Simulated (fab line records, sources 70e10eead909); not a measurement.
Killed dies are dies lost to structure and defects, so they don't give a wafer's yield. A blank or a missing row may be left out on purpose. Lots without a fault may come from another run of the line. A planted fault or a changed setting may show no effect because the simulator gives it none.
fab line records | flow nand_harc
record lots=24 wafers=72 last_day=33
route steps=1302 shown A_STAIRCASE@772
lots that met no fault: from a run of the same line without faults
start_h: hours from the record's first day to the start of the lot's first wafer shown | wait_h: hours since the lot's step before | " the same as in the row above | L1.1+2: a row that stands for several wafers | - no value, or no start given | * or withheld: withheld | < > ~ a bound
route shown NAME@n: a module of which the file shows steps, and the number in the route of the first | usual: mean/standard deviation of fault-free wafers | same: alike in all rows | chamber/n: place in a boat | sites: the reading at each site | _std_site: their standard deviation | _edge_site: outer sites' mean less inner sites' | radius_mm: how far each site lies from the wafer's centre | mask NAME#n: copy n | behind: the tool/chamber that last shaped the wafer | hold: why the lot was held/for how many hours/how that ended | device: the transistor (n, p or np) that didn't switch | end of line: the same wafers' tests at the end of the route | a step without rows: its recipe alone | killed: dies lost to structure and defects at the first sort, not the wafer's yield | map: a wafer's dies, x killed, . not, _ none there
set.NAME: the setting as run; set.NAME@STEP: as run at that earlier step | model.NAME: the simulator's own value behind a step, which no gauge read
steps of the route over a sample of lots; a table a step, a row a wafer
services: from which hour (start_h, from the record's first day; less than 0 if before it) a tool's chamber was out of use, for how many hours, and why
## steps
# step NHARC_A_STAIRCASE_HM_DEP_456
# recipe target_thk_a=31000 temp_c=400 material=aC
# usual throttle_valve_pct=34.999/0.0098
# columns lot.wafer tool chamber start_h wait_h throttle_valve_pct
L075.2 acl_dep-02 0 375.26 - 34.998
L075.3 " 0 " " 34.989
L075.6 " 0 " " 35.003
L074.3 acl_dep-02 0 379.25 - 35.006
L074.5 " 0 " " 34.994
L074.6 " 0 " " 35.013
L076.1 acl_dep-01 0 392.16 - 34.995
L076.4 " 0 " " 35.004
L076.6 " 0 " " 35.010
L077.1 acl_dep-02 0 394.06 - 34.991
L077.3 " 0 " " 34.996
L077.6 " 0 " " 34.995
L078.3 acl_dep-01 0 414.27 - 34.980
L078.4 " 0 " " 35.004
L078.5 " 0 " " 34.992
L080.1 acl_dep-03 0 433.56 - 34.998
L080.2 " 0 " " 34.995
L080.3 " 0 " " 34.998
L079.3 acl_dep-01 0 433.95 - 35.013
L079.4 " 0 " " 35.016
L079.6 " 0 " " 34.994
L081.2 acl_dep-02 0 441.49 - 34.980
L081.3 " 0 " " 35.007
L081.6 " 0 " " 34.990
L082.2 acl_dep-03 0 462.55 - 34.994
L082.3 " 0 " " 35.002
L082.4 " 0 " " 35.011
L083.1 acl_dep-03 0 469.81 - 34.996
L083.2 " 0 " " 34.990
L083.3 " 0 " " 34.995
L085.1 acl_dep-03 0 473.57 - 35.001
L085.3 " 0 " " 35.008
L085.4 " 0 " " 34.995
L084.1 acl_dep-02 0 478.18 - 34.990
L084.2 " 0 " " 34.997
L084.5 " 0 " " 35.006
L086.2 acl_dep-01 0 484.52 - 34.994
L086.3 " 0 " " 35.002
L086.5 " 0 " " 34.991
L087.2 acl_dep-01 0 486.39 - 34.987
L087.4 " 0 " " 35.010
L087.5 " 0 " " 35.011
L089.2 acl_dep-02 0 514.52 - 35.002
L089.5 " 0 " " 34.995
L089.6 " 0 " " 35.003
L088.1 acl_dep-01 0 514.79 - 34.990
L088.2 " 0 " " 34.997
L088.6 " 0 516.31 - 34.995
L091.1 acl_dep-03 0 545.96 - 35.009
L091.5 " 0 547.20 - 34.976
L091.6 " 0 " " 35.004
L090.2 acl_dep-01 0 546.63 - 35.012
L090.5 " 0 " " 35.000
L090.6 " 0 " " 35.028
L092.2 acl_dep-03 0 563.23 - 35.012
L092.3 " 0 " " 35.007
L092.4 " 0 " " 34.995
L093.1 acl_dep-03 0 564.78 - 35.018
L093.4 " 0 " " 34.996
L093.6 " 0 " " 35.003
L094.2 acl_dep-03 0 572.59 - 34.970
L094.3 " 0 " " 35.011
L094.6 " 0 " " 34.995
L096.1 acl_dep-03 0 587.77 - 35.002
L096.2 " 0 " " 34.983
L096.6 " 0 589.28 - 34.997
L095.1 acl_dep-01 0 588.26 - 34.999
L095.2 " 0 " " 35.011
L095.4 " 0 " " 34.985
L097.1 acl_dep-02 0 594.64 - 34.999
L097.2 " 0 " " 35.012
L097.5 " 0 " " 34.988
# step NHARC_A_STAIRCASE_DEP_259
# recipe target_thk_a=300 target_thk_nm=30 temp_c=400 pressure_torr=3.5 flow_sccm=200 rf_w=350 material=SiON
# usual heater_power_w=718/62
# columns lot.wafer tool chamber start_h wait_h heater_power_w
L075.2 pecvd-04 1 376.79 1.2 683
L075.3 " 0 " " 714
L075.6 " 0 " " 702
L074.3 pecvd-04 0 380.49 0.9 725
L074.5 " 0 " " 729
L074.6 " 1 " " 703
L076.1 pecvd-04 0 394.00 1.5 733
L076.4 " 0 " " 756
L076.6 " 2 " " 809
L077.1 pecvd-04 1 395.98 1.6 659
L077.3 " 2 " " 664
L077.6 " 2 " " 660
L078.3 pecvd-01 1 415.51 0.9 796
L078.4 " 2 " " 839
L078.5 " 0 " " 662
L079.3 pecvd-04 1 435.28 1.0 684
L079.4 " 2 " " 663
L079.6 " 0 " " 664
L080.3 pecvd-03 2 435.43 0.9 779
L080.2 " 0 " " 702
L080.1 " 1 " " 675
L081.3 pecvd-01 2 443.04 0.9 777
L081.2 " 0 " " 755
L081.6 " 0 " " 781
L082.3 pecvd-04 2 464.07 0.9 743
L082.2 " 1 " " 630
L082.4 " 0 " " 670
L083.2 pecvd-03 2 471.68 1.3 742
L083.1 " 0 " " 782
L083.3 " 1 " " 668
L085.1 pecvd-04 0 475.45 1.6 671
L085.3 " 2 " " 675
L085.4 " 0 " " 655
L084.2 pecvd-01 2 480.03 1.2 729
L084.1 " 1 " " 840
L084.5 " 0 " " 783
L086.2 pecvd-01 0 486.10 1.3 758
L086.3 " 2 " " 802
L086.5 " 1 " " 833
L087.2 pecvd-03 2 488.01 1.3 732
L087.5 " 1 " " 678
L087.4 " 2 " " 730
L089.2 pecvd-04 0 516.15 1.3 660
L089.6 " 1 " " 679
L089.5 " 2 " " 663
L088.1 pecvd-04 2 516.64 1.5 726
L088.2 " 1 " " 668
L088.6 " 1 " " 672
L091.1 pecvd-04 2 547.84 1.6 747
L091.5 " 2 " " 747
L091.6 " 1 " " 638
L090.2 pecvd-01 1 548.20 1.3 668
L090.6 " 1 " " 677
L090.5 " 2 " " 783
L092.3 pecvd-03 1 564.83 1.0 617
L092.2 " 2 " " 711
L092.4 " 1 " " 619
L093.1 pecvd-03 2 566.65 1.6 767
L093.6 " 1 " " 627
L093.4 " 2 " " 788
L094.2 pecvd-01 1 574.12 1.2 747
L094.3 " 2 " " 798
L094.6 " 1 " " 735
L096.1 pecvd-04 2 589.61 1.5 750
L096.2 " 1 " " 681
L096.6 " 1 " " 657
L095.2 pecvd-03 0 590.14 1.3 737
L095.1 " 1 " " 636
L095.4 " 2 " " 757
L097.2 pecvd-01 2 596.51 1.3 712
L097.1 " 1 " " 678
L097.5 " 1 " " 682
# step NHARC_A_STAIRCASE_DESCUM_270
# recipe time_s=3 o2_flow_sccm=200 ar_flow_sccm=0 bias_power_w=0 chemistry=O2
# usual drypump_motor_current_A=5.6/0.4 mfc_ar_sccm=0.016/0.012 oes_product_au=1.001/0.008 rf_vpp_V=57.7/0.92 showerhead_plenum_p_Torr=1.88/0.078 throttle_valve_pct=11.311/0.0098
# columns lot.wafer tool chamber start_h wait_h drypump_motor_current_A mfc_ar_sccm oes_product_au rf_hours_counter_h rf_vpp_V showerhead_plenum_p_Torr throttle_valve_pct
L075.2 rie_diel-02 1 377.78 - 6.4 0.022 0.990 56 58.3 1.77 11.311
L075.3 " 3 " " 4.7 0.039 1.007 51 57.5 1.93 11.312
L075.6 " 1 " " 6.4 0.022 0.981 - 57.2 1.77 11.310
L074.3 rie_diel-13 2 381.49 - 5.3 0.022 1.006 6 57.2 1.82 11.320
L074.6 " 0 " " 6.0 0.005 0.996 - 58.7 1.85 11.313
L074.5 " 1 " " 5.9 0.016 0.993 - 57.9 1.96 11.306
L076.1 rie_diel-13 1 395.00 - 5.9 0.016 0.999 8 58.2 1.96 11.293
L076.4 " 2 " " 5.3 0.022 1.008 7 57.4 1.82 11.317
L076.6 " 0 " " 6.1 0.005 1.006 - 56.0 1.85 11.293
L077.3 rie_diel-13 0 396.94 - 6.1 0.005 1.001 10 57.5 1.85 11.313
L077.1 " 2 " " 5.4 0.022 1.000 8 56.4 1.82 11.311
L077.6 " 3 " " 5.4 0.025 1.004 - 56.3 1.78 11.313
L078.3 rie_diel-10 0 416.36 - 5.7 0.005 0.996 60 57.0 1.83 11.329
L078.4 " 1 " " 5.7 0.033 1.001 51 57.5 1.92 11.323
L078.5 " 1 " " 5.6 0.033 0.996 - 56.4 1.92 11.289
L079.3 rie_diel-10 0 436.21 - 5.7 0.005 0.998 2 58.1 1.83 11.304
L079.4 " 2 " " 5.2 0.014 0.993 2 58.5 1.86 11.313
L079.6 " 1 " " 5.7 0.033 1.000 - 57.3 1.92 11.309
L080.3 rie_diel-02 0 436.41 - 5.3 0 1.004 8 57.5 1.97 11.321
L080.2 " 1 " " 6.4 0.022 0.994 8 59.2 2.07 11.301
L080.1 " 3 " " 4.7 0.039 1.003 8 57.2 1.93 11.308
L081.2 rie_diel-13 1 444.03 - 5.9 0.016 1.004 23 56.6 1.95 11.295
L081.3 " 3 " " 5.4 0.025 1.002 24 57.0 1.78 11.316
L081.6 " 1 " " 5.9 0.016 0.990 - 57.7 1.95 11.315
L082.2 rie_diel-10 3 465.06 - 5.5 0 1.004 14 57.8 1.80 11.306
L082.3 " 0 " " 5.7 0.005 0.980 13 57.5 1.82 11.296
L082.4 " 1 " " 5.6 0.033 0.998 - 58.4 1.91 11.316
L083.3 rie_diel-13 0 472.70 - 6.0 0.005 1.001 34 58.0 1.84 11.304
L083.1 " 1 " " 5.9 0.016 1.000 35 58.3 1.95 11.312
L083.2 " 3 " " 5.4 0.025 1.001 34 56.4 1.78 11.318
L085.3 rie_diel-10 0 476.50 - 5.7 0.005 0.999 20 58.1 1.82 11.320
L085.4 " 1 " " 5.7 0.033 1.009 18 57.2 1.91 11.308
L085.1 " 2 " " 5.2 0.014 1.004 8 58.7 1.86 11.313
L084.2 rie_diel-13 1 481.01 - 5.9 0.016 1.008 39 58.7 1.95 11.312
L084.1 " 0 " " 6.1 0.005 1.002 38 57.6 1.84 11.307
L084.5 " 2 " " 5.3 0.022 1.019 - 57.1 1.81 11.299
L086.3 rie_diel-02 0 487.09 - 5.3 0 0.995 24 59.0 1.97 11.308
L086.2 " 2 " " 5.4 0.008 1.009 25 57.0 1.91 11.302
L086.5 " 0 " " 5.3 0 0.996 - 57.2 1.97 11.298
L087.2 rie_diel-13 3 488.95 - 5.5 0.025 1.002 39 59.1 1.77 11.320
L087.4 " 0 " " 6.1 0.005 1.005 40 57.9 1.84 11.320
L087.5 " 1 " " 5.9 0.016 0.995 - 57.5 1.95 11.328
L089.2 rie_diel-10 1 517.11 - 5.7 0.033 1.016 29 58.3 1.91 11.314
L089.6 " 2 " " 5.2 0.014 1.006 - 57.6 1.86 11.322
L089.5 " 3 " " 5.5 0 0.995 - 56.9 1.79 11.309
L088.1 rie_diel-02 0 517.63 - 5.2 0 0.994 33 56.3 1.96 11.298
L088.2 " 2 " " 5.4 0.008 1.014 30 58.1 1.90 11.294
L088.6 " 0 " " 5.3 0 0.993 - 57.7 1.96 11.313
L091.1 rie_diel-10 3 548.82 - 5.5 0 0.991 49 57.3 1.79 11.313
L091.5 " 2 " " 5.2 0.014 0.997 - 58.1 1.85 11.301
L091.6 " 3 " " 5.6 0 0.998 - 58.5 1.79 11.319
L090.2 rie_diel-10 1 549.18 - 5.7 0.033 0.996 41 58.2 1.90 11.294
L090.5 " 0 " " 5.7 0.005 0.984 - 57.6 1.81 11.302
L090.6 " 1 " " 5.7 0.033 1.010 - 58.3 1.90 11.306
L092.3 rie_diel-02 3 565.78 - 4.7 0.039 1.001 56 58.8 1.91 11.287
L092.2 " 0 " " 5.2 0 1.020 50 57.2 1.96 11.291
L092.4 " 1 " " 6.4 0.022 1.003 54 58.9 2.06 11.299
L093.4 rie_diel-10 0 567.62 - 5.7 0.005 0.994 49 56.1 1.81 11.316
L093.1 " 1 " " 5.6 0.033 0.997 46 58.4 1.90 11.317
L093.6 " 3 " " 5.5 0 0.997 - 58.3 1.79 11.307
L094.2 rie_diel-13 0 575.76 - 6.0 0.005 1.005 16 56.9 1.83 11.312
L094.3 " 1 " " 5.9 0.016 0.999 14 59.2 1.94 11.336
L094.6 " 0 " " 6.0 0.005 1.014 - 57.6 1.83 11.324
L096.1 rie_diel-10 2 590.61 - 5.2 0.014 1.002 49 59.0 1.85 11.302
L096.2 " 3 " " 5.5 0 0.998 63 56.6 1.79 11.314
L096.6 " 2 " " 5.2 0.014 0.997 - 57.1 1.85 11.288
L095.2 rie_diel-13 2 591.10 - 5.3 0.022 0.992 21 54.5 1.80 11.314
L095.4 " 3 " " 5.4 0.025 1.010 22 58.7 2.07 11.318
L095.1 " 0 " " 6.0 0.005 1.018 20 56.6 1.83 11.313
L097.2 rie_diel-02 1 597.50 - 6.4 0.022 0.997 4 58.0 2.06 11.295
L097.1 " 0 " " 5.2 0 1.014 4 58.0 1.96 11.314
L097.5 " 2 " " 5.4 0.008 1.004 - 58.4 1.89 11.318
# step NHARC_A_STAIRCASE_ETCH_271
# recipe cf4_flow_sccm=100 chf3_flow_sccm=30 ar_flow_sccm=0 rf_w=500 bias_w=200 chemistry=CF4/CHF3
# usual drypump_motor_current_A=5.5/0.39 mfc_ar_sccm=0.016/0.012 oes_product_au=0.960/0.019 rf_vpp_V=369.6/2.2 showerhead_plenum_p_Torr=1.55/0.063 throttle_valve_pct=16.802/0.0093
# columns lot.wafer tool chamber start_h wait_h drypump_motor_current_A mfc_ar_sccm oes_product_au rf_hours_counter_h rf_vpp_V showerhead_plenum_p_Torr throttle_valve_pct
L075.3 rie_diel-02 3 377.88 0.1 4.8 0.039 0.989 51 369.9 1.59 16.799
L075.2 " 1 " " 6.4 0.022 0.948 56 366.2 1.47 16.807
L075.6 " 2 " " 5.4 0.008 0.983 - 370.0 1.57 16.807
L074.3 rie_diel-13 3 381.57 0.1 5.4 0.025 0.926 5 368.8 1.47 16.809
L074.5 " 2 " " 5.3 0.022 0.927 - 368.6 1.50 16.808
L074.6 " 3 " " 5.4 0.025 0.929 - 366.8 1.47 16.816
L076.1 rie_diel-13 0 395.08 0.1 6.0 0.005 0.965 8 370.2 1.52 16.804
L076.4 " 1 " " 5.9 0.016 0.963 8 372.9 1.61 16.792
L076.6 " 3 " " 5.4 0.025 0.964 - 366.4 1.47 16.803
L077.3 rie_diel-13 2 397.03 0.1 5.3 0.022 0.969 8 368.2 1.50 16.814
L077.1 " 0 " " 6.0 0.005 0.939 10 368.4 1.52 16.801
L077.6 " 1 " " 5.9 0.016 0.937 - 367.3 1.61 16.795
L078.4 rie_diel-10 0 416.46 0.1 5.7 0.005 0.969 60 369.2 1.51 16.788
L078.3 " 2 " " 5.1 0.014 0.980 50 370.0 1.54 16.787
L078.5 " 3 " " 5.5 0 0.987 - 368.5 1.49 16.797
L079.4 rie_diel-10 1 436.31 0.1 5.6 0.033 0.959 2 369.2 1.58 16.803
L079.3 " 2 " " 5.1 0.014 0.983 2 368.8 1.53 16.813
L079.6 " 3 " " 5.5 0 0.986 - 368.0 1.49 16.817
L080.2 rie_diel-02 0 436.51 0.1 5.3 0 0.958 8 369.7 1.62 16.802
L080.3 " 1 " " 6.4 0.022 0.961 9 374.5 1.70 16.792
L080.1 " 3 " " 4.7 0.039 0.963 8 372.4 1.59 16.805
L081.2 rie_diel-13 1 444.20 0.2 5.9 0.016 0.963 24 371.2 1.60 16.788
L081.3 " 2 " " 5.3 0.022 0.962 24 366.6 1.50 16.792
L081.6 " 1 " " 5.9 0.016 0.955 - 373.6 1.60 16.817
L082.3 rie_diel-10 0 465.15 0.1 5.7 0.005 0.904 13 370.3 1.51 16.789
L082.2 " 3 " " 5.5 0 0.932 14 366.9 1.49 16.826
L082.4 " 0 " " 5.7 0.005 0.910 - 367.9 1.50 16.810
L083.1 rie_diel-13 1 472.79 0.1 5.9 0.016 0.940 35 371.2 1.60 16.800
L083.3 " 2 " " 5.3 0.022 0.965 35 367.9 1.50 16.789
L083.2 " 0 " " 6.0 0.005 0.952 34 369.4 1.52 16.798
L085.1 rie_diel-10 0 476.60 0.1 5.7 0.005 0.928 20 367.4 1.50 16.806
L085.3 " 1 " " 5.6 0.033 0.962 18 370.3 1.57 16.813
L085.4 " 2 " " 5.2 0.014 0.952 8 368.5 1.53 16.808
L084.2 rie_diel-13 3 481.10 0.1 5.5 0.025 0.925 38 368.2 1.47 16.787
L084.1 " 0 " " 6.0 0.005 0.928 38 369.4 1.52 16.807
L084.5 " 0 " " 6.0 0.005 0.931 - 368.4 1.52 16.817
L086.3 rie_diel-02 3 487.18 0.1 4.7 0.039 0.965 26 369.6 1.58 16.803
L086.2 " 0 " " 5.2 0 0.959 24 372.1 1.62 16.791
L086.5 " 3 " " 4.7 0.039 0.966 - 368.2 1.58 16.800
L087.2 rie_diel-13 3 489.02 0.1 5.4 0.025 0.996 39 367.8 1.46 16.790
L087.4 " 0 " " 6.1 0.005 0.983 40 368.3 1.52 16.806
L087.5 " 2 " " 5.3 0.022 0.963 - 368.1 1.49 16.809
L089.2 rie_diel-10 3 517.17 0.1 5.5 0 0.968 34 368.9 1.48 16.811
L089.6 " 3 " " 5.5 0 0.965 - 366.1 1.48 16.811
L089.5 " 0 " " 5.7 0.005 0.974 - 367.8 1.50 16.800
L088.1 rie_diel-02 1 517.72 0.1 6.4 0.022 0.970 37 373.1 1.69 16.814
L088.2 " 2 " " 5.4 0.008 0.989 30 371.1 1.57 16.812
L088.6 " 0 " " 5.2 0 0.964 - 372.6 1.61 16.797
L091.1 rie_diel-10 0 548.91 0.1 5.7 0.005 0.941 45 367.9 1.50 16.817
L091.5 " 3 " " 5.5 0 0.954 - 367.8 1.48 16.805
L091.6 " 0 " " 5.7 0.005 0.941 - 368.4 1.50 16.798
L090.2 rie_diel-10 2 549.26 0.1 5.2 0.014 0.976 33 369.4 1.53 16.809
L090.6 " 2 " " 5.2 0.014 0.985 - 368.0 1.53 16.801
L090.5 " 3 " " 5.5 0 0.976 - 366.8 1.48 16.806
L092.3 rie_diel-02 1 565.87 0.1 6.4 0.022 0.975 54 372.9 1.69 16.799
L092.2 " 2 " " 5.4 0.008 0.976 50 370.2 1.56 16.811
L092.4 " 3 " " 4.7 0.039 0.965 56 370.1 1.57 16.808
L093.1 rie_diel-10 1 567.69 0.1 5.6 0.033 0.985 46 369.8 1.56 16.793
L093.4 " 2 " " 5.2 0.014 0.950 38 369.8 1.53 16.801
L093.6 " 1 " " 5.6 0.033 0.978 - 369.7 1.57 16.809
L094.3 rie_diel-13 2 575.86 0.1 5.3 0.022 0.953 14 368.7 1.49 16.786
L094.2 " 1 " " 5.9 0.016 0.951 14 370.7 1.59 16.818
L094.6 " 2 " " 5.3 0.022 0.952 - 367.0 1.49 16.806
L096.1 rie_diel-10 3 590.70 0.1 5.6 0 0.962 63 365.7 1.47 16.797
L096.2 " 1 " " 5.6 0.033 0.964 57 368.1 1.56 16.801
L096.6 " 1 " " 5.6 0.033 0.962 - 370.0 1.56 16.814
L095.1 rie_diel-13 3 591.18 0.1 5.4 0.025 0.996 22 374.5 1.69 16.801
L095.2 " 0 " " 6.0 0.005 0.985 20 368.6 1.51 16.801
L095.4 " 2 " " 5.3 0.022 0.946 21 367.1 1.49 16.819
L097.1 rie_diel-02 1 597.60 0.1 6.4 0.022 0.967 4 373.6 1.68 16.820
L097.2 " 2 " " 5.4 0.008 0.968 4 369.4 1.56 16.800
L097.5 " 0 " " 5.2 0 0.979 - 371.8 1.61 16.814
# step NHARC_A_STAIRCASE_ETCH_452
# recipe target_depth_a=300 overetch_a=30 time_s=16.5 ion_energy_ev=100 cf4_flow_sccm=80 o2_flow_sccm=20 ar_flow_sccm=0 rf_w=300 bias_w=100 chemistry=CF4/O2
# usual drypump_motor_current_A=5.5/0.38 mfc_ar_sccm=0.016/0.013 oes_product_au=1.002/0.0093 rf_vpp_V=197.3/1.4 showerhead_plenum_p_Torr=1.31/0.055 throttle_valve_pct=13.398/0.0096
# columns lot.wafer tool chamber start_h wait_h drypump_motor_current_A mfc_ar_sccm oes_product_au rf_hours_counter_h rf_vpp_V showerhead_plenum_p_Torr throttle_valve_pct
L075.2 rie_diel-10 1 - - 5.7 0.033 1.006 37 195.5 1.34 13.401
L075.3 " 3 " " 5.5 0 1.017 41 196.4 1.26 13.414
L075.6 " 1 " " 5.7 0.033 1.004 - 198.7 1.34 13.393
L074.3 rie_diel-10 1 - - 5.6 0.033 1.009 38 197.4 1.34 13.400
L074.6 " 0 " " 5.7 0.005 1.001 - 197.3 1.28 13.401
L074.5 " 1 " " 5.7 0.033 1.004 - 198.1 1.34 13.387
L076.1 rie_diel-13 0 - - 6.0 0.005 0.991 13 196.2 1.29 13.397
L076.4 " 1 " " 5.9 0.016 0.985 11 197.7 1.36 13.399
L076.6 " 3 " " 5.4 0.025 0.987 - 195.5 1.25 13.397
L077.1 rie_diel-13 2 - - 5.3 0.022 1.001 12 197.8 1.27 13.389
L077.3 " 3 " " 5.5 0.025 0.999 13 195.6 1.25 13.418
L077.6 " 3 " " 5.4 0.025 0.993 - 195.7 1.25 13.398
L078.3 rie_diel-02 2 - - 5.4 0.008 1.005 4 198.3 1.33 13.400
L078.4 " 0 " " 5.2 0 0.989 4 199.1 1.38 13.396
L078.5 " 3 " " 4.7 0.039 1.008 - 198.4 1.35 13.378
L080.3 rie_diel-10 0 - - 5.7 0.005 0.995 5 197.8 1.28 13.412
L080.2 " 1 " " 5.6 0.033 0.994 6 198.6 1.34 13.400
L080.1 " 3 " " 5.5 0 1.006 6 195.5 1.26 13.392
L079.3 rie_diel-13 1 - - 5.9 0.016 1.007 24 199.3 1.36 13.404
L079.4 " 3 " " 5.4 0.025 1.016 25 194.4 1.24 13.393
L079.6 " 2 " " 5.3 0.022 1.004 - 196.6 1.27 13.392
L081.2 rie_diel-10 1 451.50 0.4 5.6 0.033 0.995 6 197.6 1.34 13.376
L081.3 " 3 " " 5.6 0 1.008 9 196.6 1.26 13.391
L081.6 " 0 " " 5.7 0.005 0.991 - 198.3 1.28 13.399
L082.4 rie_diel-02 0 - - 5.2 0 0.999 20 198.0 1.37 13.378
L082.3 " 1 " " 6.4 0.022 0.993 22 199.6 1.44 13.398
L082.2 " 3 " " 4.7 0.039 1.009 22 197.3 1.34 13.389
L083.2 rie_diel-13 3 - - 5.4 0.025 1.018 37 195.4 1.24 13.394
L083.3 " 0 " " 6.1 0.005 1.009 37 197.6 1.29 13.398
L083.1 " 1 " " 5.9 0.016 1.006 38 198.0 1.36 13.410
L085.3 rie_diel-02 2 - - 5.4 0.008 1.008 24 195.3 1.33 13.403
L085.1 " 3 " " 4.7 0.039 1.019 25 197.2 1.34 13.393
L085.4 " 0 " " 5.2 0 1.007 23 199.3 1.37 13.415
L084.1 rie_diel-10 0 - - 5.7 0.005 0.986 25 196.1 1.27 13.391
L084.2 " 2 " " 5.2 0.014 1.005 11 197.7 1.30 13.410
L084.5 " 3 " " 5.5 0 0.999 - 195.9 1.26 13.395
L086.2 rie_diel-10 2 - - 5.2 0.014 0.995 11 196.8 1.30 13.390
L086.3 " 0 " " 5.7 0.005 0.991 26 196.6 1.27 13.401
L086.5 " 3 " " 5.5 0 1.003 - 195.9 1.26 13.401
L087.2 rie_diel-02 3 - - 4.7 0.039 0.996 28 199.5 1.34 13.398
L087.4 " 1 " " 6.4 0.022 0.993 - 198.9 1.44 13.407
L087.5 " 3 " " 4.7 0.039 1.010 - 198.0 1.34 13.403
L089.2 rie_diel-10 2 - - 5.2 0.014 0.999 21 198.2 1.30 13.380
L089.6 " 0 " " 5.7 0.005 0.996 - 196.8 1.27 13.375
L089.5 " 1 " " 5.7 0.033 1.016 - 199.0 1.33 13.398
L088.1 rie_diel-10 1 - - 5.6 0.033 1.017 31 198.2 1.33 13.410
L088.2 " 3 " " 5.5 0 1.006 36 195.6 1.25 13.407
L088.6 " 1 " " 5.7 0.033 1.017 - 196.8 1.33 13.398
L091.1 rie_diel-13 2 - - 5.3 0.022 0.990 7 196.0 1.26 13.409
L091.5 " 0 " " 6.0 0.005 1.014 - 197.2 1.28 13.403
L091.6 " 1 " " 5.9 0.016 1.007 - 198.0 1.35 13.396
L090.2 rie_diel-02 1 - - 6.4 0.022 0.996 53 200.6 1.43 13.394
L090.5 " 2 " " 5.4 0.008 1.003 - 197.9 1.32 13.407
L090.6 " 3 " " 4.7 0.039 1.001 - 197.5 1.33 13.393
L092.4 rie_diel-10 2 - - 5.2 0.014 1.000 44 196.7 1.29 13.408
L092.3 " 3 " " 5.5 0 0.997 57 195.5 1.25 13.397
L092.2 " 1 " " 5.6 0.033 1.002 52 198.8 1.33 13.394
L093.1 rie_diel-10 1 - - 5.6 0.033 1.004 53 197.0 1.33 13.402
L093.4 " 2 " " 5.2 0.014 0.995 45 197.7 1.29 13.393
L093.6 " 1 " " 5.6 0.033 1.014 - 198.3 1.33 13.396
L094.2 rie_diel-13 1 - - 5.9 0.016 1.001 18 196.9 1.35 13.400
L094.3 " 2 " " 5.3 0.022 0.989 19 196.7 1.26 13.390
L094.6 " 3 " " 5.4 0.025 1.008 - 199.6 1.44 13.394
L096.1 rie_diel-02 3 - - 4.7 0.039 1.000 5 197.7 1.33 13.396
L096.2 " 1 " " 6.4 0.022 0.991 6 199.6 1.43 13.415
L096.6 " 2 " " 5.4 0.008 1.003 - 196.5 1.32 13.387
L095.2 rie_diel-13 3 - - 5.4 0.025 1.002 26 197.6 1.44 13.393
L095.4 " 0 " " 6.0 0.005 1.009 24 197.3 1.28 13.385
L095.1 " 2 " " 5.3 0.022 0.991 24 196.0 1.26 13.394
L097.1 rie_diel-10 0 - - 5.7 0.005 1.005 0 194.0 1.26 13.393
L097.2 " 3 " " 5.6 0 1.022 0 195.7 1.25 13.402
L097.5 " 0 " " 5.7 0.005 0.999 - 195.5 1.27 13.391
# step NHARC_A_STAIRCASE_DEP_301
# recipe target_thk_a=300 target_thk_nm=30 temp_c=400 pressure_torr=3.5 flow_sccm=200 rf_w=350 material=SiON
# usual heater_power_w=724/79
# columns lot.wafer tool chamber start_h wait_h heater_power_w
L075.3 pecvd-03 2 397.08 1.0 819
L075.2 " 0 " " 712
L075.6 " 1 " " 596
L074.3 pecvd-03 0 401.95 0.9 742
L074.5 " 1 " " 551
L074.6 " 2 " " 794
L076.1 pecvd-04 1 406.28 1.6 642
L076.6 " 2 " " 804
L076.4 " 1 " " 649
L077.1 pecvd-04 0 408.09 1.6 733
L077.3 " 1 " " 608
L077.6 " 2 " " 796
L078.3 pecvd-01 2 426.57 1.0 782
L078.5 " 1 " " 853
L078.4 " 2 " " 780
L080.3 pecvd-01 0 447.34 0.9 763
L080.2 " 1 " " 753
L080.1 " 2 " " 761
L079.3 pecvd-04 1 449.73 1.0 717
L079.6 " 2 " " 745
L079.4 " 0 " " 732
L081.2 pecvd-03 2 458.87 1.3 769
L081.3 " 1 " " 634
L081.6 " 1 " " 643
L082.3 pecvd-04 1 479.81 1.0 612
L082.2 " 2 " " 757
L082.4 " 2 " " 763
L083.1 pecvd-01 0 483.73 1.6 794
L083.3 " 1 " " 807
L083.2 " 2 " " 815
L085.3 pecvd-03 1 489.15 1.0 692
L085.1 " 2 " " 794
L085.4 " 0 " " 783
L084.1 pecvd-03 1 493.58 1.5 608
L084.2 " 0 " " 855
L084.5 " 2 " " 855
L086.3 pecvd-03 1 498.81 0.9 597
L086.2 " 0 " " 810
L086.5 " 2 " " 769
L087.2 pecvd-04 0 502.96 1.3 635
L087.5 " 1 " " 682
L087.4 " 2 " " 645
L089.2 pecvd-04 1 527.45 1.3 646
L089.6 " 2 " " 637
L089.5 " 1 " " 647
L088.2 pecvd-01 1 531.95 1.3 719
L088.1 " 2 " " 708
L088.6 " 0 " " 818
L091.1 pecvd-03 0 560.60 1.6 807
L091.5 " 1 " " 620
L091.6 " 2 " " 725
L090.2 pecvd-01 1 562.46 1.3 753
L090.5 " 2 " " 775
L090.6 " 0 " " 710
L092.2 pecvd-04 1 580.25 1.2 695
L092.3 " 0 " " 669
L092.4 " 2 " " 634
L093.1 pecvd-01 0 582.99 1.6 804
L093.6 " 1 " " 776
L093.4 " 2 " " 705
L094.3 pecvd-01 1 587.32 0.9 646
L094.2 " 2 " " 768
L094.6 " 0 " " 786
L096.2 pecvd-04 2 605.16 1.3 685
L096.1 " 0 " " 582
L096.6 " 0 " " 593
L095.1 pecvd-03 2 606.43 1.6 797
L095.2 " 0 " " 728
L095.4 " 0 " " 752
L097.2 pecvd-03 0 613.36 1.3 837
L097.1 " 2 " " 710
L097.5 " 0 " " 817
## services
# columns tool chamber start_h hours kind
pecvd-03 - 354.80 0.8 repair
rie_diel-02 2 360.98 4.4 repair
pecvd-03 - 366.47 13.0 pm
rie_diel-13 - 375.05 0.7 repair
acl_dep-01 - 375.61 13.0 pm
pecvd-04 1 386.52 5.9 repair
pecvd-03 0 387.86 3.3 repair
rie_diel-02 - 393.83 9.0 pm
rie_diel-10 - 420.03 9.0 pm
rie_diel-02 2 432.93 5.3 repair
rie_diel-10 2 441.16 33.4 repair
pecvd-03 - 443.89 1.1 repair
pecvd-04 - 450.03 13.0 pm
pecvd-04 - 468.57 0.2 repair
rie_diel-02 2 477.98 4.5 repair
acl_dep-03 - 481.60 13.0 pm
rie_diel-02 2 488.79 12.6 repair
pecvd-01 - 492.18 13.0 pm
rie_diel-02 0 499.98 5.0 repair
rie_diel-13 - 521.23 9.0 pm
pecvd-03 - 547.59 13.0 pm
acl_dep-01 - 558.83 13.0 pm
rie_diel-13 0 585.30 4.4 repair
rie_diel-10 - 597.03 9.0 pm
## key
fault none
